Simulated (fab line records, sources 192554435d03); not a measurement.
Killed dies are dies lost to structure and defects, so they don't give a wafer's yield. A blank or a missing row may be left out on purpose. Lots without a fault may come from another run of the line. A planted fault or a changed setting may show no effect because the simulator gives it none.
Split-lot experiment | flow n5_finfet | 7 lots, 39 wafers read, on a route of 1938 steps

THE SPLIT
At N5_BEOL_M15_SPUTTER_44 (material Ta, target thk 15 nm, time 24.19 s), the setting target_thk_a was moved away from the recipe's 150 angstrom on 15 of the 39 wafers read, by -44.1% to +21.4%. The other wafers ran this setting at the recipe's value.

FROM THE SPLIT TO THE READING: what the file shows between them, 3 steps
- N5_BEOL_M15_SPUTTER_45: material Cu, target thk 100 nm, time 16.67 s
- N5_BEOL_M15_ECD_47: material Cu, target thk 1860 nm
- N5_BEOL_M15_ANNEAL_48: time 90 s

THE READING
barrier_field_endpoint_s, in s, at N5_BEOL_M15_CMP_49 (polishes, stops on SiO2, t overpolish 4.9 s, target thk 850 nm). Fault-free wafers of this fab line usually give 11.49 s, standard deviation 0.26 s.

wafer  | tool, chamber at the split | target_thk_a as run, angstrom | against the recipe | barrier_field_endpoint_s, s | against lot-mates on the recipe
L075.3 | pvd_sputter-01, -          | 150                           | recipe             | 11.16                       | -
L075.1 | pvd_sputter-01, -          | 150                           | recipe             | 11.61                       | -
L075.4 | pvd_sputter-01, -          | 150                           | recipe             | 11.14                       | -
L075.2 | pvd_sputter-01, -          | 95.88                         | -36.1%             | 9.30                        | -2.00
L075.6 | pvd_sputter-01, -          | 95.88                         | -36.1%             | 9.09                        | -2.21
L075.5 | pvd_sputter-01, -          | 95.88                         | -36.1%             | 9.23                        | -2.07
L077.4 | pvd_sputter-03, -          | 150                           | recipe             | 11.18                       | -
L077.1 | pvd_sputter-03, -          | 179.6                         | +19.7%             | 12.16                       | +0.89
L077.3 | pvd_sputter-03, -          | 179.6                         | +19.7%             | 12.23                       | +0.96
L077.2 | pvd_sputter-03, -          | 179.6                         | +19.7%             | 12.15                       | +0.88
L077.6 | pvd_sputter-03, -          | 150                           | recipe             | 11.34                       | -
L077.5 | pvd_sputter-03, -          | 150                           | recipe             | 11.28                       | -
L083.2 | pvd_sputter-02, -          | 150                           | recipe             | 11.58                       | -
L083.3 | pvd_sputter-02, -          | 150                           | recipe             | 11.80                       | -
L083.4 | pvd_sputter-02, -          | 83.92                         | -44.1%             | 8.99                        | -2.60
L083.1 | pvd_sputter-02, -          | 150                           | recipe             | 11.38                       | -
L083.5 | pvd_sputter-02, -          | 83.92                         | -44.1%             | 8.86                        | -2.73
L083.6 | pvd_sputter-02, -          | 83.92                         | -44.1%             | 8.94                        | -2.65
L084.1 | pvd_sputter-03, -          | 150                           | recipe             | 11.12                       | -
L084.3 | pvd_sputter-03, -          | 150                           | recipe             | 11.30                       | -
L084.4 | pvd_sputter-03, -          | 150                           | recipe             | 11.15                       | -
L084.2 | pvd_sputter-03, -          | 150                           | recipe             | 11.12                       | -
L084.5 | pvd_sputter-03, -          | 150                           | recipe             | 11.05                       | -
L084.6 | pvd_sputter-03, -          | 150                           | recipe             | 11.31                       | -
L087.3 | pvd_sputter-01, -          | 124.1                         | -17.3%             | 10.65                       | -1.17
L087.2 | pvd_sputter-01, -          | 124.1                         | -17.3%             | 10.84                       | -0.98
L087.4 | pvd_sputter-01, -          | 150                           | recipe             | 11.86                       | -
L087.1 | pvd_sputter-01, -          | 150                           | recipe             | 11.88                       | -
L087.5 | pvd_sputter-01, -          | 150                           | recipe             | 11.72                       | -
L087.6 | pvd_sputter-01, -          | 124.1                         | -17.3%             | 10.65                       | -1.17
L090.4 | pvd_sputter-01, -          | 182.1                         | +21.4%             | 12.46                       | +1.02
L090.1 | pvd_sputter-01, -          | 182.1                         | +21.4%             | 12.71                       | +1.27
L090.2 | pvd_sputter-01, -          | 150                           | recipe             | 11.38                       | -
L090.3 | pvd_sputter-01, -          | 182.1                         | +21.4%             | 12.58                       | +1.14
L090.5 | pvd_sputter-01, -          | 150                           | recipe             | 11.48                       | -
L090.6 | pvd_sputter-01, -          | 150                           | recipe             | 11.47                       | -
L095.3 | pvd_sputter-01, -          | 150                           | recipe             | 11.07                       | -
L095.1 | pvd_sputter-01, -          | 150                           | recipe             | 11.24                       | -
L095.4 | pvd_sputter-01, -          | 150                           | recipe             | 11.40                       | -

THE FIT
A straight line over all 39 wafers: barrier_field_endpoint_s changes by +0.0543 s for each +1% of target_thk_a; r = +0.97; the points scatter about the line by 0.24 s.
The same after taking each lot's own level away (the mean of its wafers on the recipe; 39 wafers): +0.0574 s for each +1%; r = +0.99; scatter 0.13 s.
On that fit, the largest move of target_thk_a shifts the reading by 2.5 s.
The lots' own levels span 11.175 to 11.820 s, that is 2.5 times the standard deviation above.
So the lot-to-lot level changes the slope little: the two slopes agree.
Check: with one of the wafers moved furthest among these (-44.1%) left out of the fit, the line predicts -2.57 s for it against its lot-mates. It came out at -2.6 s against them.

OTHER SPLITS ON THESE WAFERS
These wafers also went through other splits before the reading. Each is held against what the fit with the lots' levels taken away leaves over:
other split on the same wafers        | wafers away from the commonest value | r with barrier_field_endpoint_s (lot level and that fit taken away)
N5_BEOL_M5_VIA_ETCH_34 target_depth_a | 15                                   | -0.03
N5_BEOL_M6_DESCUM_33 time_s           | 9                                    | +0.18
N5_BEOL_M9_ETCH_66 time_s             | 15                                   | -0.28
N5_BEOL_M10_ALD_74 ald_cycles         | 15                                   | -0.03
N5_BEOL_M13_DESCUM_33 time_s          | 18                                   | +0.00

THE WHOLE CHAIN: every reading that the file lists as answering this split, in the file's order
step                   | what it does                                                   | reading                                                                           | change (the file's fit)               | r (the file's)
N5_BEOL_M15_SPUTTER_44 | material Ta, target thk 15 nm, time 24.19 s                    | Ta_of_BEOL_M15_SPUTTER_44.thk_nm (the simulator's own value, which no gauge read) | +0.149 nm for each +1% of the setting | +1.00
N5_BEOL_M15_CMP_49     | polishes, stops on SiO2, t overpolish 4.9 s, target thk 850 nm | barrier_field_endpoint_s                                                          | +0.0579 s for each +1% of the setting | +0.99

THE FILE'S OWN FIT
barrier_field_endpoint_s changes by +0.0579 s for each +1% of target_thk_a, r = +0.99.
